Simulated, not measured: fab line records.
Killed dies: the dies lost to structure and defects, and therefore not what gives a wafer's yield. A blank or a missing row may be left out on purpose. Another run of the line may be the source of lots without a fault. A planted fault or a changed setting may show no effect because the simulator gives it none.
fab line records	flow n5_finfet
[record] lots = 6	wafers = 18	last_day = 17
route steps=1938 shown MOL_CONTACT_COAG@574 BEOL_M4@1111 PASSIVATION@1936
lots that met no fault: from a run of the same line without faults
start_h: the number of hours between the record's first day and the start of the first shown wafer of the lot	wait_h: hours from the lot's prior step to this one	" same as the row above	L1.1+2: a single row standing in for several wafers	- either no value or no given start	* or withheld: withheld	< > ~ a bound
route shown NAME@n: NAME is a module with steps in the file, n the number in the route of the first one	usual: average and standard deviation across the fault-free wafers	same: alike in all rows	chamber/n: place in a boat	sites: the reading at each site	_std_site: standard deviation of those values	_edge_site: the outer-site mean with the inner-site mean subtracted	radius_mm: for every site, how far away it sits from the centre of the wafer	mask NAME#n: copy n	behind: the tool/chamber that last shaped the wafer	hold: why the lot went on hold/how many hours it stayed there/how the hold came to an end	device: which transistor (n, p or np) failed to switch	end of line: the same wafers' tests at the end of the route	where a step has no rows: the recipe by itself	killed: at the first sort, the dies lost to defects and structure; wafer yield is something else	map: a wafer's dies, x killed, . not, _ none there
set.NAME: the setting that was run; set.NAME@STEP: the one run at that earlier step	model.NAME: the simulator's own value behind a step, which no gauge read
certain route steps with their lots: each step a table, each wafer a row
services: when a tool's chamber went out of use (start_h, in hours from the record's first day, below 0 if earlier), for how many hours, and the reason
[[steps]]
[step N5_MOL_CONTACT_COAG_OVL_MEAS_85]
[recipe] points_per_wafer = 522
[usual] VG_OVL = -0.5/0.75
lot.wafer	tool	chamber	start_h	wait_h	VG_OVL[nm]
L572.2	overlay-02	0	103.46	0.0	0.3
L572.3	"	0	"	"	0.4
L572.5	"	0	"	"	-0.7
L574.1	overlay-02	0	120.72	0.0	0.7
L574.5	"	0	"	"	-0.3
L574.6	"	0	"	"	-0.8
L580.1	overlay-01	0	151.41	0.0	0.3
L580.2	"	0	"	"	-0.1
L580.5	"	0	"	"	0.1
L583.1	overlay-02	0	174.65	0.0	-2.4
L583.2	"	0	"	"	-0.8
L583.4	"	0	"	"	-0.5
L590.2	overlay-01	0	209.11	0.0	-0.6
L590.4	"	0	"	"	-0.3
L590.6	"	0	"	"	0.2
L594.1	overlay-02	0	237.11	0.0	0.1
L594.2	"	0	"	"	-0.6
L594.4	"	0	"	"	0.2
[step N5_MOL_CONTACT_COAG_INSPECT_57]
[recipe] mode = adi	inspect_instrument = brightfield
[usual] raw_defect_count = 207/55
lot.wafer	tool	chamber	start_h	wait_h	raw_defect_count
L572.2	defect_inspect-01	-	103.51	0.0	371
L572.3	"	-	"	"	326
L572.5	"	-	"	"	235
L574.1	defect_inspect-01	-	120.78	0.1	185
L574.5	"	-	"	"	185
L574.6	"	-	"	"	229
L580.1	defect_inspect-02	-	151.47	0.1	190
L580.2	"	-	"	"	203
L580.5	"	-	"	"	230
L583.1	defect_inspect-01	-	174.71	0.1	213
L583.2	"	-	"	"	149
L583.4	"	-	"	"	202
L590.2	defect_inspect-02	-	209.16	0.0	132
L590.4	"	-	"	"	190
L590.6	"	-	"	"	143
L594.1	defect_inspect-01	-	237.16	0.1	139
L594.2	"	-	"	"	177
L594.4	"	-	"	"	238
[step N5_MOL_CONTACT_COAG_DESCUM_88]
[recipe] chemistry = O2	time_s = 7	source_power_w = 50	bias_power_w = 20	pressure_mtorr = 20	rf_frequency_hz = 2.712e+07	temp_c = 40	resist = CAR-EUV	o2_flow_sccm = 225
[step N5_MOL_CONTACT_COAG_ETCH_89]
[recipe] chemistry = N2/H2	target = underlayer	target_depth_a = 130	mask_material = CAR-EUV	time_s = 10.4	ion_energy_ev = 200	pressure_mtorr = 30	source_w = 840	bias_w = 150	n2_flow_sccm = 200	h2_flow_sccm = 200	ends = cleared
[usual] drypump_motor_current_A = 5.9/0.39	etch_rf_on_time_s = 10.46/0.2	oes_product_au = 0.67/0.074	rf_vpp_V = 523.9/2.3	showerhead_plenum_p_Torr = 2.54/0.08	throttle_valve_pct = 17.83/0.22
lot.wafer	tool	chamber	start_h	wait_h	drypump_motor_current_A	etch_rf_on_time_s	oes_product_au	rf_hours_counter_h	rf_vpp_V	showerhead_plenum_p_Torr	throttle_valve_pct
L572.2	rie_diel-02	2	103.58	0.0	5.9	10.76	0.64	140	526.5	2.65	17.83
L572.3	"	0	"	"	6.3	10.24	0.76	51	522.3	2.47	17.71
L572.5	"	3	"	"	5.5	10.72	0.56	-	525.0	2.61	18.23
L574.1	rie_diel-02	3	120.92	0.0	5.5	10.71	0.57	247	526.4	2.61	18.24
L574.5	"	3	"	"	5.5	10.82	0.56	-	525.2	2.61	18.25
L574.6	"	2	"	"	5.9	10.75	0.64	-	526.9	2.65	17.85
L580.1	rie_diel-04	3	151.54	0.0	5.1	10.30	0.78	19	525.5	2.61	18.03
L580.2	"	1	"	"	6.3	10.50	0.71	76	522.9	2.47	17.40
L580.5	"	1	"	"	6.3	10.65	0.72	-	522.8	2.47	17.38
L583.1	rie_diel-03	0	174.78	0.0	6.0	10.62	0.63	124	520.9	2.45	17.73
L583.2	"	1	"	"	6.6	10.60	0.61	224	523.8	2.50	18.03
L583.4	"	3	"	"	5.9	10.46	0.61	182	521.9	2.41	18.05
L590.2	rie_diel-04	1	209.64	0.0	6.3	10.31	0.70	96	520.5	2.46	17.44
L590.4	"	3	"	"	5.1	10.30	0.75	40	525.7	2.60	18.06
L590.6	"	1	"	"	6.3	10.38	0.70	-	521.7	2.46	17.43
L594.1	rie_diel-02	1	237.29	0.0	6.1	10.35	0.58	233	522.0	2.50	17.75
L594.2	"	0	"	"	6.3	10.16	0.72	94	521.5	2.45	17.78
L594.4	"	2	"	"	5.9	10.58	0.62	183	526.1	2.63	17.90
[step N5_MOL_CONTACT_COAG_ETCH_90]
[recipe] chemistry = CF4	target = SiARC	target_depth_a = 130	mask_material = CAR-EUV	time_s = 21.7	ion_energy_ev = 80	pressure_mtorr = 40	source_w = 545	bias_w = 36	Ar_flow_sccm = 100	cf4_flow_sccm = 100	ends = cleared
[step N5_MOL_CONTACT_COAG_ALD_131]
[recipe] material = SiO2	target_thk_a = 50	temp_c = 100	ald_precursor_family = BDEAS	ald_co_reactant = O2-plasma	pulse_time_s = 1	co_reactant_pulse_time_s = 1	purge_time_s = 2	co_reactant_purge_time_s = 2	ald_cycles = 35	pressure_torr = 2
[usual] heater_power_w = 80/13	precursor_pulse_height_rel = 0.998/0.019
lot.wafer	tool	chamber	start_h	wait_h	heater_power_w	precursor_pulse_height_rel
L572.2	ald_sin-04	1	103.90	0.3	77	0.968
L572.3	"	3	"	"	70	1.018
L572.5	"	1	"	"	73	1.016
L574.1	ald_sin-01	2	121.02	0.1	81	1.050
L574.5	"	0	"	"	103	1.000
L574.6	"	3	"	"	67	0.961
L580.1	ald_sin-04	3	151.64	0.1	68	0.994
L580.2	"	1	"	"	74	0.988
L580.5	"	2	"	"	73	0.979
L583.1	ald_sin-03	2	175.28	0.5	79	0.991
L583.2	"	3	"	"	65	1.030
L583.4	"	1	"	"	90	0.994
L590.2	ald_sin-04	1	209.74	0.1	76	0.995
L590.4	"	3	"	"	70	1.035
L590.6	"	2	"	"	72	1.006
L594.1	ald_sin-01	2	237.39	0.1	80	0.979
L594.2	"	1	"	"	75	1.042
L594.4	"	3	"	"	67	1.010
[step N5_MOL_CONTACT_COAG_ETCHBACK_132]
[recipe] chemistry = CHF3	target = SiO2	target_depth_a = 100	time_s = 6.7	ion_energy_ev = 200	pressure_mtorr = 30	source_w = 610	bias_w = 170	Ar_flow_sccm = 200	CHF3_flow_sccm = 50
[usual] drypump_motor_current_A = 5.9/0.41	oes_product_au = 0.79/0.082	rf_vpp_V = 524/11	showerhead_plenum_p_Torr = 2.36/0.072	throttle_valve_pct = 18.69/0.18
lot.wafer	tool	chamber	start_h	wait_h	drypump_motor_current_A	oes_product_au	rf_hours_counter_h	rf_vpp_V	showerhead_plenum_p_Torr	throttle_valve_pct
L572.2	rie_diel-04	0	104.08	0.1	5.7	0.70	236	516	2.26	18.72
L572.3	"	1	"	"	6.3	0.86	58	512	2.32	18.30
L572.5	"	1	"	"	6.3	0.86	-	513	2.32	18.30
L574.1	rie_diel-03	1	121.20	0.1	6.6	0.72	204	514	2.35	18.88
L574.5	"	1	"	"	6.6	0.72	-	513	2.35	18.87
L574.6	"	2	"	"	5.7	0.80	-	508	2.41	18.59
L580.1	rie_diel-04	2	151.82	0.1	6.1	0.72	214	534	2.35	18.77
L580.2	"	3	"	"	5.1	0.92	19	542	2.42	18.73
L580.5	"	1	"	"	6.3	0.83	-	513	2.31	18.31
L583.1	rie_diel-04	0	175.46	0.1	5.8	0.95	5	524	2.54	18.34
L583.2	"	2	"	"	6.1	0.71	222	533	2.34	18.77
L583.4	"	3	"	"	5.1	0.89	29	539	2.42	18.71
L590.2	rie_diel-03	2	209.94	0.1	5.7	0.78	140	508	2.39	18.66
L590.4	"	1	"	"	6.6	0.70	236	512	2.34	18.92
L590.6	"	3	"	"	5.9	0.71	-	535	2.27	18.98
L594.1	rie_diel-02	0	237.67	0.2	6.3	0.83	94	523	2.31	18.69
L594.2	"	2	"	"	5.9	0.73	183	524	2.46	18.66
L594.4	"	1	"	"	6.0	0.68	234	523	2.36	18.69
[step N5_MOL_CONTACT_COAG_ETCH_91]
[recipe] chemistry = N2/H2	target = SOC	target_depth_a = 600	overetch_a = 210	mask_material = SiARC	temp_c = 40	time_s = 101.2	ion_energy_ev = 200	pressure_mtorr = 30	source_w = 840	bias_w = 150	n2_flow_sccm = 200	h2_flow_sccm = 200
[step N5_MOL_CONTACT_COAG_STRIP_92]
[recipe] chemistry = N2/H2	temp_c = 40	n2_flow_sccm = 200	h2_flow_sccm = 200	rf_frequency_hz = 6e+07
[step N5_MOL_CONTACT_COAG_STRIP_93]
[recipe] chemistry = N2/H2	temp_c = 40	n2_flow_sccm = 200	h2_flow_sccm = 200	rf_frequency_hz = 6e+07
[step N5_MOL_CONTACT_COAG_ETCHBACK_135]
[recipe] chemistry = CHF3	target = SiO2	target_depth_a = 250	time_s = 16.7	ion_energy_ev = 200	pressure_mtorr = 30	source_w = 610	bias_w = 170	Ar_flow_sccm = 200	CHF3_flow_sccm = 50
[usual] drypump_motor_current_A = 5.9/0.41	oes_product_au = 0.79/0.082	rf_vpp_V = 525/11	showerhead_plenum_p_Torr = 2.36/0.072	throttle_valve_pct = 18.69/0.18
lot.wafer	tool	chamber	start_h	wait_h	drypump_motor_current_A	oes_product_au	rf_hours_counter_h	rf_vpp_V	showerhead_plenum_p_Torr	throttle_valve_pct
L572.2	rie_diel-04	0	104.20	0.0	5.8	0.69	236	516	2.26	18.71
L572.3	"	1	"	"	6.3	0.86	58	514	2.32	18.28
L572.5	"	1	"	"	6.3	0.85	-	513	2.32	18.28
L574.1	rie_diel-03	1	121.32	0.0	6.6	0.72	204	513	2.35	18.87
L574.5	"	1	"	"	6.6	0.73	-	512	2.35	18.87
L574.6	"	2	"	"	5.7	0.80	-	508	2.41	18.61
L580.1	rie_diel-04	2	151.95	0.0	6.1	0.72	214	535	2.35	18.75
L580.2	"	3	"	"	5.1	0.92	19	542	2.42	18.73
L580.5	"	1	"	"	6.3	0.83	-	512	2.31	18.31
L583.1	rie_diel-04	0	175.58	0.0	5.8	0.95	5	525	2.54	18.34
L583.2	"	2	"	"	6.1	0.71	222	536	2.34	18.76
L583.4	"	3	"	"	5.1	0.90	29	542	2.42	18.76
L590.2	rie_diel-03	2	210.06	0.0	5.7	0.78	140	508	2.39	18.67
L590.4	"	1	"	"	6.6	0.70	236	513	2.34	18.92
L590.6	"	3	"	"	5.9	0.71	-	534	2.27	18.98
L594.1	rie_diel-02	0	237.80	0.0	6.3	0.84	94	523	2.31	18.70
L594.2	"	2	"	"	5.9	0.72	183	523	2.46	18.67
L594.4	"	1	"	"	6.0	0.68	234	523	2.36	18.69
[step N5_MOL_CONTACT_COAG_STRIP_118]
[recipe] chemistry = CHF3	resist = SiARC	rf_frequency_hz = 6e+07
[step N5_MOL_CONTACT_COAG_VIA_ETCH_46]
[recipe] chemistry = C4F6/O2	target_depth_a = 460	overetch_a = 92	mask_material = SOC	target = SiO2	bias_w = 455	pressure_mtorr = 10	time_s = 40	source_w = 325	Ar_flow_sccm = 300	C4F6_flow_sccm = 10	O2_flow_sccm = 10	ion_energy_ev = 575.3	ends = end_point
[usual] drypump_motor_current_A = 5.9/0.42	oes_product_au = 0.70/0.069	rf_vpp_V = 1588/31	showerhead_plenum_p_Torr = 2.82/0.085	throttle_valve_pct = 40.9/0.35
lot.wafer	tool	chamber	start_h	wait_h	drypump_motor_current_A	oes_product_au	rf_hours_counter_h	rf_vpp_V	showerhead_plenum_p_Torr	throttle_valve_pct	model.SOC_of_MOL_CONTACT_COAG_COAT_75.thk_nm
L572.2	rie_diel-04	0	104.24	0.0	5.8	0.62	236	1563	2.70	41.3	51
L572.3	"	1	"	"	6.3	0.77	58	1558	2.77	40.4	51
L572.5	"	1	"	"	6.3	0.77	-	1560	2.77	40.4	50.8
L574.1	rie_diel-03	1	121.36	0.0	6.6	0.66	204	1558	2.81	41.1	50.6
L574.5	"	1	"	"	6.6	0.67	-	1557	2.81	41.0	50.8
L574.6	"	2	"	"	5.7	0.72	-	1541	2.87	40.8	50.4
L580.1	rie_diel-04	2	151.98	0.0	6.1	0.65	214	1618	2.80	41.0	50.6
L580.2	"	3	"	"	5.1	0.81	19	1633	2.88	41.3	51
L580.5	"	1	"	"	6.3	0.75	-	1557	2.76	40.4	51
L583.1	rie_diel-04	0	175.62	0.0	5.8	0.84	5	1587	3.03	41.0	50.6
L583.2	"	2	"	"	6.1	0.65	222	1619	2.80	41.0	51
L583.4	"	3	"	"	5.1	0.81	29	1632	2.88	41.3	51
L590.2	rie_diel-03	2	210.09	0.0	5.7	0.69	140	1542	2.86	40.8	50.4
L590.4	"	1	"	"	6.6	0.64	236	1557	2.79	41.1	50.8
L590.6	"	3	"	"	5.9	0.63	-	1615	2.71	41.0	50.6
L594.1	rie_diel-02	0	237.83	0.0	6.4	0.74	94	1580	2.75	40.8	50.8
L594.2	"	2	"	"	5.9	0.64	183	1587	2.93	41.1	51.2
L594.4	"	1	"	"	6.1	0.61	234	1581	2.82	40.4	51
[step N5_MOL_CONTACT_COAG_STRIP_96]
[recipe] chemistry = N2/H2	power_w = 500	temp_c = 40	pressure_mtorr = 50	rf_frequency_hz = 6e+07	overash_fraction = 0.3	bias_power_w = 28	h2_frac = 0.5	n2_flow_sccm = 300	h2_flow_sccm = 300
[usual] drypump_motor_current_A = 5.9/0.42	oes_product_au = 0.79/0.08	rf_vpp_V = 121.8/1.2	showerhead_plenum_p_Torr = 3.34/0.1	throttle_valve_pct = 18.96/0.3
lot.wafer	tool	chamber	start_h	wait_h	drypump_motor_current_A	oes_product_au	rf_hours_counter_h	rf_vpp_V	showerhead_plenum_p_Torr	throttle_valve_pct
L572.2	rie_diel-04	0	104.30	0.0	5.8	0.70	236	124.3	3.18	19.03
L572.3	"	1	"	"	6.3	0.86	58	121.8	3.27	18.27
L572.5	"	1	"	"	6.3	0.85	-	121.8	3.27	18.26
L574.1	rie_diel-03	1	121.42	0.0	6.6	0.74	204	124.1	3.32	19.11
L574.5	"	1	"	"	6.6	0.74	-	121.3	3.32	19.10
L574.6	"	2	"	"	5.7	0.81	-	122.6	3.40	18.82
L580.1	rie_diel-04	2	152.05	0.0	6.1	0.73	214	122.4	3.33	19.27
L580.2	"	3	"	"	5.1	0.91	19	121.9	3.44	19.32
L580.5	"	1	"	"	6.3	0.83	-	121.7	3.26	18.30
L583.1	rie_diel-04	0	175.68	0.0	5.8	0.96	5	122.4	3.57	18.65
L583.2	"	2	"	"	6.1	0.72	222	124.0	3.33	19.28
L583.4	"	3	"	"	5.2	0.89	29	123.2	3.44	19.32
L590.2	rie_diel-03	2	210.16	0.0	5.7	0.78	140	120.6	3.38	18.90
L590.4	"	1	"	"	6.6	0.72	236	118.9	3.30	19.16
L590.6	"	3	"	"	5.9	0.70	-	120.6	3.19	19.21
L594.1	rie_diel-02	0	237.90	0.0	6.3	0.83	94	121.7	3.24	18.99
L594.2	"	2	"	"	5.9	0.74	183	125.2	3.47	19.17
L594.4	"	1	"	"	6.1	0.68	234	122.0	3.31	18.96
[step N5_BEOL_M4_RC_MEAS_101]
[usual] DIBL_N = 37.2/1.9	DIBL_P = 37.3/2.2	IOFF_N = 0.18/0.038	IOFF_P = 0.22/0.039	ION_N = 678/11	ION_P = 462/6.9	SS_N = 71.8/0.68	SS_P = 73.5/0.65	VT_N = 249/3.4	VT_P = -250/3.2
lot.wafer	tool	chamber	start_h	wait_h	DIBL_N[mV/V]	DIBL_P[mV/V]	IOFF_N[nA/um]	IOFF_P[nA/um]	ION_N[uA/um]	ION_P[uA/um]	SS_N[mV/dec]	SS_P[mV/dec]	VT_N[mV]	VT_P[mV]
L572.2	prober-02	0	179.46	0.2	35.8	36.6	0.16	0.17	678	458	71.4	73.2	252	-253
L572.3	"	0	"	"	38.1	40.2	0.20	0.23	676	460	72.0	74.2	247	-248
L572.5	"	0	"	"	37.9	37.7	0.19	0.20	681	451	72.6	74.3	250	-252
L574.1	prober-02	0	193.14	0.0	38.1	37.4	0.19	0.24	679	463	72.2	73.3	246	-248
L574.5	"	0	"	"	39.0	37.6	0.20	0.25	677	461	72.1	73.3	245	-248
L574.6	"	0	"	"	37.3	36.7	0.18	0.24	683	465	71.3	73.1	246	-248
L580.1	prober-01	0	223.96	0.0	37.1	35.9	0.13	0.20	659	459	71.5	73.1	255	-252
L580.2	"	0	"	"	36.6	36.2	0.14	0.21	671	468	71.2	72.7	253	-248
L580.5	"	0	"	"	38.7	38.8	0.18	0.25	682	464	71.9	73.2	246	-250
L583.1	prober-01	0	250.70	0.0	37.9	38.5	0.19	0.20	688	465	71.3	74.1	248	-255
L583.2	"	0	"	"	35.7	36.0	0.16	0.17	679	452	71.2	73.9	250	-256
L583.4	"	0	"	"	37.8	38.4	0.19	0.20	690	457	71.8	73.2	249	-256
L590.2	prober-01	0	292.00	0.2	38.9	37.9	0.20	0.25	681	466	72.5	74.5	244	-248
L590.4	"	0	"	"	36.6	35.6	0.17	0.23	688	471	71.8	73.7	245	-247
L590.6	"	0	"	"	41.0	39.5	0.25	0.30	685	468	73.0	74.8	242	-246
L594.1	prober-02	0	310.12	0.0	33.7	34.0	0.12	0.16	668	455	70.9	72.6	254	-253
L594.2	"	0	"	"	34.2	33.8	0.12	0.16	669	454	70.7	73.1	254	-255
L594.4	"	0	"	"	38.9	40.4	0.23	0.25	689	466	72.7	74.6	246	-251
[step N5_PASSIVATION_PROBE_49]
[usual] defect_limited_yield = 91.2/1.6	killed_at_M0_to_M3 = 31/10	killed_at_M4_up = 14/4.4	killed_at_contacts = 13/6	killed_at_front_end = 43/13	killed_at_other = 3.5/2.6	killed_dies = 104/18	killed_open = 68/14	killed_short = 34/8.1	sort_bin_4_leakage = 0.01/0.073	sort_bin_5_function = 5.1/1.1	sort_bin_6_memory = 3.3/0.68	sort_n_pass = 1076/18	sort_yield_pct = 91.2/1.6
[same] gross_dies = 1180	killed_at_back_side = 0	sort_bin_8_speed[%] = 0
lot.wafer	tool	chamber	start_h	wait_h	defect_limited_yield[%]	killed_at_M0_to_M3	killed_at_M4_up	killed_at_contacts	killed_at_front_end	killed_at_other	killed_dies	killed_open	killed_short	sort_bin_4_leakage[%]	sort_bin_5_function[%]	sort_bin_6_memory[%]	sort_n_pass	sort_yield_pct[%]
L572.2	prober-02	-	284.54	0.1	90.8	40	18	6	39	5	108	78	29	0	5.6	3.3	1072	90.8
L572.3	prober-02	-	284.59	0.1	88.0	61	16	13	46	6	142	89	46	0	6.4	3.8	1038	88.0
L572.5	prober-02	-	284.69	0.2	91.3	47	14	13	27	2	103	69	28	0	5.1	2.9	1077	91.3
L574.1	prober-02	-	292.25	0.0	92.8	29	10	11	35	0	85	57	28	0	3.9	3.0	1095	92.8
L574.5	prober-02	-	292.45	0.2	93.5	25	14	9	23	6	77	54	22	0	3.7	2.5	1103	93.5
L574.6	prober-02	-	292.50	0.3	94.2	32	9	6	22	0	69	41	27	0	3.2	2.2	1111	94.2
L580.1	prober-01	-	331.49	0.0	91.4	31	16	9	43	3	102	62	35	0	4.2	3.5	1078	91.4
L580.2	prober-01	-	331.54	0.1	90.5	31	15	14	49	3	112	68	44	0	5.3	3.6	1068	90.5
L580.5	prober-01	-	331.69	0.2	93.1	31	4	8	36	3	82	51	27	0	4.0	2.5	1098	93.1
L583.1	prober-02	-	351.25	0.0	92.2	28	10	20	33	1	92	50	39	0	4.5	2.6	1088	92.2
L583.2	prober-02	-	351.30	0.1	90.8	40	14	16	31	7	108	73	24	0	4.6	3.1	1072	90.8
L583.4	prober-02	-	351.40	0.2	91.4	23	19	27	26	6	101	72	28	0	5.6	2.8	1079	91.4
L590.2	prober-01	-	401.04	0.1	93.2	11	7	6	51	5	80	51	29	0	4.2	2.3	1100	93.2
L590.4	prober-01	-	401.14	0.2	91.4	16	12	13	58	3	102	59	36	0	5.3	2.4	1078	91.4
L590.6	prober-01	-	401.24	0.3	92.3	29	11	7	38	6	91	56	28	0.08	3.8	3.0	1088	92.2
L594.1	prober-01	-	419.45	0.0	89.2	35	11	22	56	3	127	101	25	0	6.6	4.1	1053	89.2
L594.2	prober-01	-	419.50	0.1	91.3	32	12	9	50	0	103	63	39	0	4.7	3.6	1077	91.3
L594.4	prober-01	-	419.60	0.2	89.2	27	16	24	53	7	127	85	35	0	5.6	4.7	1053	89.2
// killed by level:class
L572.2 FIN_SAQP:geometric_particle:open=18 BEOL_M4:geometric_particle:open=11 BEOL_M0_SAQP:geometric_particle:short=8 BEOL_M0_SAQP:geometric_particle:open=7 BEOL_M3:geometric_particle:open=7 BEOL_M2:geometric_particle:open=5 MOL_CONTACT_COAG:geometric_particle:open=5 FIN_SAQP:geometric_particle:short=4
L572.3 BEOL_M0_SAQP:geometric_particle:short=14 BEOL_M0_SAQP:geometric_particle:open=12 BEOL_M3:geometric_particle:open=11 MOL_CONTACT_COAG:geometric_particle:open=11 BEOL_M1:geometric_particle:open=9 FIN_SAQP:geometric_particle:open=8 STI_FIN_REVEAL:geometric_particle:open=8 BEOL_M0:geometric_particle:open=8
L572.5 MOL_CONTACT_COAG:geometric_particle:open=10 BEOL_M3:geometric_particle:open=10 FIN_SAQP:geometric_particle:open=8 BEOL_M0_SAQP:geometric_particle:open=8 BEOL_M1:geometric_particle:open=8 BEOL_M3:geometric_particle:short=5 HKMG_FIN:area_etch=5 BEOL_M0_SAQP:geometric_particle:short=4
L574.1 BEOL_M0_SAQP:geometric_particle:short=13 MOL_CONTACT_COAG:geometric_particle:open=11 FIN_SAQP:geometric_particle:open=10 BEOL_M0_SAQP:geometric_particle:open=9 DUMMY_GATE:geometric_particle:open=7 FIN_SAQP:geometric_particle:short=6 STI_FIN_REVEAL:geometric_particle:open=4 GATE_CUT:geometric_particle:short=3
L574.5 MOL_CONTACT_COAG:geometric_particle:open=9 BEOL_M0_SAQP:geometric_particle:open=8 STI_FIN_REVEAL:geometric_particle:open=5 STARTING-WAFER:geometric_particle:short=5 BEOL_M3:geometric_particle:open=5 BEOL_M4:geometric_particle:open=5 DUMMY_GATE:geometric_particle:open=3 DUMMY_GATE:geometric_particle:short=3
L574.6 BEOL_M3:geometric_particle:open=11 MOL_CONTACT_COAG:geometric_particle:open=5 BEOL_M0_SAQP:geometric_particle:short=5 BEOL_M0:geometric_particle:short=5 BEOL_M5:geometric_particle:open=5 BEOL_M1:geometric_particle:open=4 FIN_SAQP:geometric_particle:short=3 GATE_CUT:geometric_particle:short=3
L580.1 MOL_CONTACT_COAG:geometric_particle:open=8 BEOL_M1:geometric_particle:open=8 BEOL_M4:geometric_particle:open=8 FIN_SAQP:geometric_particle:short=7 GATE_CUT:geometric_particle:open=7 BEOL_M2:geometric_particle:short=7 STI_FIN_REVEAL:geometric_particle:open=6 BEOL_M2:geometric_particle:open=6
L580.2 FIN_SAQP:geometric_particle:open=11 FIN_SAQP:geometric_particle:short=10 STI_FIN_REVEAL:geometric_particle:open=9 MOL_CONTACT_COAG:geometric_particle:open=9 BEOL_M0_SAQP:geometric_particle:open=8 GATE_CUT:geometric_particle:short=6 BEOL_M2:geometric_particle:short=6 BEOL_M4:geometric_particle:open=6
L580.5 MOL_CONTACT_COAG:geometric_particle:open=8 BEOL_M0_SAQP:geometric_particle:short=8 FIN_SAQP:geometric_particle:open=6 DUMMY_GATE:geometric_particle:open=6 BEOL_M3:geometric_particle:open=6 FIN_SAQP:geometric_particle:short=5 BEOL_M0_SAQP:geometric_particle:open=5 BEOL_M2:geometric_particle:short=4
L583.1 MOL_CONTACT_COAG:geometric_particle:open=15 BEOL_M0_SAQP:geometric_particle:open=9 BEOL_M0_SAQP:geometric_particle:short=8 MOL_CONTACT_COAG:geometric_particle:short=5 STI_FIN_REVEAL:geometric_particle:open=5 FIN_SAQP:geometric_particle:short=4 BEOL_M4:geometric_particle:open=4 STARTING-WAFER:geometric_particle:short=4
L583.2 MOL_CONTACT_COAG:geometric_particle:open=15 BEOL_M0_SAQP:geometric_particle:short=12 HKMG_FIN:area_etch=11 BEOL_M0_SAQP:geometric_particle:open=9 BEOL_M2:geometric_particle:open=7 BEOL_M1:geometric_particle:open=6 BEOL_M4:geometric_particle:open=6 DUMMY_GATE:geometric_particle:open=5
L583.4 MOL_CONTACT_COAG:geometric_particle:open=19 BEOL_M4:geometric_particle:open=12 MOL_CONTACT_COAG:geometric_particle:short=8 STARTING-WAFER:geometric_particle:open=7 FIN_SAQP:geometric_particle:open=6 BEOL_M1:geometric_particle:open=6 DUMMY_GATE:geometric_particle:open=5 BEOL_M0_SAQP:geometric_particle:short=5
L590.2 FIN_SAQP:geometric_particle:short=17 FIN_SAQP:geometric_particle:open=12 MOL_CONTACT_COAG:geometric_particle:open=6 BEOL_M0_SAQP:geometric_particle:open=5 DUMMY_GATE:geometric_particle:open=4 GATE_CUT:geometric_particle:open=4 BEOL_M4:geometric_particle:open=3 GATE_CUT:geometric_particle:short=3
L590.4 FIN_SAQP:geometric_particle:open=15 FIN_SAQP:geometric_particle:short=11 MOL_CONTACT_COAG:geometric_particle:open=9 STI_FIN_REVEAL:geometric_particle:open=7 HKMG_FIN:area_etch=7 GATE_CUT:geometric_particle:short=5 BEOL_M0_SAQP:geometric_particle:open=5 MOL_CONTACT_COAG:geometric_particle:short=4
L590.6 BEOL_M0_SAQP:geometric_particle:open=9 FIN_SAQP:geometric_particle:open=6 BEOL_M1:geometric_particle:open=6 HKMG_FIN:area_etch=6 BEOL_M0_SAQP:geometric_particle:short=5 BEOL_M4:geometric_particle:open=5 FIN_SAQP:geometric_particle:short=4 STI_FIN_REVEAL:geometric_particle:open=4
L594.1 MOL_CONTACT_COAG:geometric_particle:open=18 STI_FIN_REVEAL:geometric_particle:open=16 FIN_SAQP:geometric_particle:open=13 BEOL_M2:geometric_particle:open=9 BEOL_M3:geometric_particle:open=9 BEOL_M4:geometric_particle:open=9 DUMMY_GATE:geometric_particle:open=5 GATE_CUT:geometric_particle:short=5
L594.2 FIN_SAQP:geometric_particle:short=13 FIN_SAQP:geometric_particle:open=11 MOL_CONTACT_COAG:geometric_particle:open=8 BEOL_M2:geometric_particle:open=8 BEOL_M1:geometric_particle:open=7 STI_FIN_REVEAL:geometric_particle:open=6 GATE_CUT:geometric_particle:open=5 BEOL_M0_SAQP:geometric_particle:short=4
L594.4 MOL_CONTACT_COAG:geometric_particle:open=22 STI_FIN_REVEAL:geometric_particle:open=13 FIN_SAQP:geometric_particle:short=12 FIN_SAQP:geometric_particle:open=9 BEOL_M3:geometric_particle:open=9 GATE_CUT:geometric_particle:short=7 BEOL_M2:geometric_particle:open=7 BEOL_M4:geometric_particle:open=5
[[services]]
tool	chamber	start_h	hours	kind
ald_sin-03	-	85.37	14.0	pm
ald_sin-03	0	85.37	14.0	vent_cycle
ald_sin-03	1	85.37	14.0	vent_cycle
ald_sin-03	2	85.37	14.0	vent_cycle
ald_sin-03	3	85.37	14.0	vent_cycle
rie_diel-04	3	99.28	11.7	repair
ald_sin-03	0	99.37	-	clean
ald_sin-03	1	99.37	-	clean
ald_sin-03	2	99.37	-	clean
ald_sin-03	3	99.37	-	clean
rie_diel-02	3	130.61	-	clean
rie_diel-02	3	130.61	-	consumable_replace:focus_ring
rie_diel-02	3	130.61	21.8	scheduled_down
rie_diel-02	3	130.61	21.8	vent_cycle
rie_diel-04	0	144.21	-	clean
rie_diel-04	0	144.21	-	consumable_replace:focus_ring
rie_diel-04	0	144.21	-	consumable_replace:showerhead
rie_diel-04	0	144.21	16.1	scheduled_down
rie_diel-04	0	144.21	16.1	vent_cycle
rie_diel-02	1	186.80	2.4	repair
rie_diel-02	0	218.61	13.5	repair
rie_diel-04	3	229.55	4.3	repair
ald_sin-04	-	232.47	0.3	repair
ald_sin-03	3	232.52	6.7	repair
[[key]]
first_sign none at tools or gauges
[model_effect] step = N5_MOL_CONTACT_COAG_VIA_ETCH_46	value = SOC_of_MOL_CONTACT_COAG_COAT_75.thk_nm	without = 50.6	struck = 51
met_at N5_MOL_CONTACT_COAG_VIA_ETCH_46
struck_wafers L580.2,L583.4
[baseline_loss] step = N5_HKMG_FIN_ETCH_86	wafers = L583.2
[fault] kind = process_parameter_drift	tool = rie_diel-04	chamber = 3	onset_h = 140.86	steps = N5_MOL_CONTACT_COAG_VIA_ETCH_46	channel = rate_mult	offset = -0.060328	shape = step	end_h = 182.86
// baseline_loss: these wafers lose ten dies or more at that step, a loss of the line's own and not of a fault; the sort's usual values leave them out
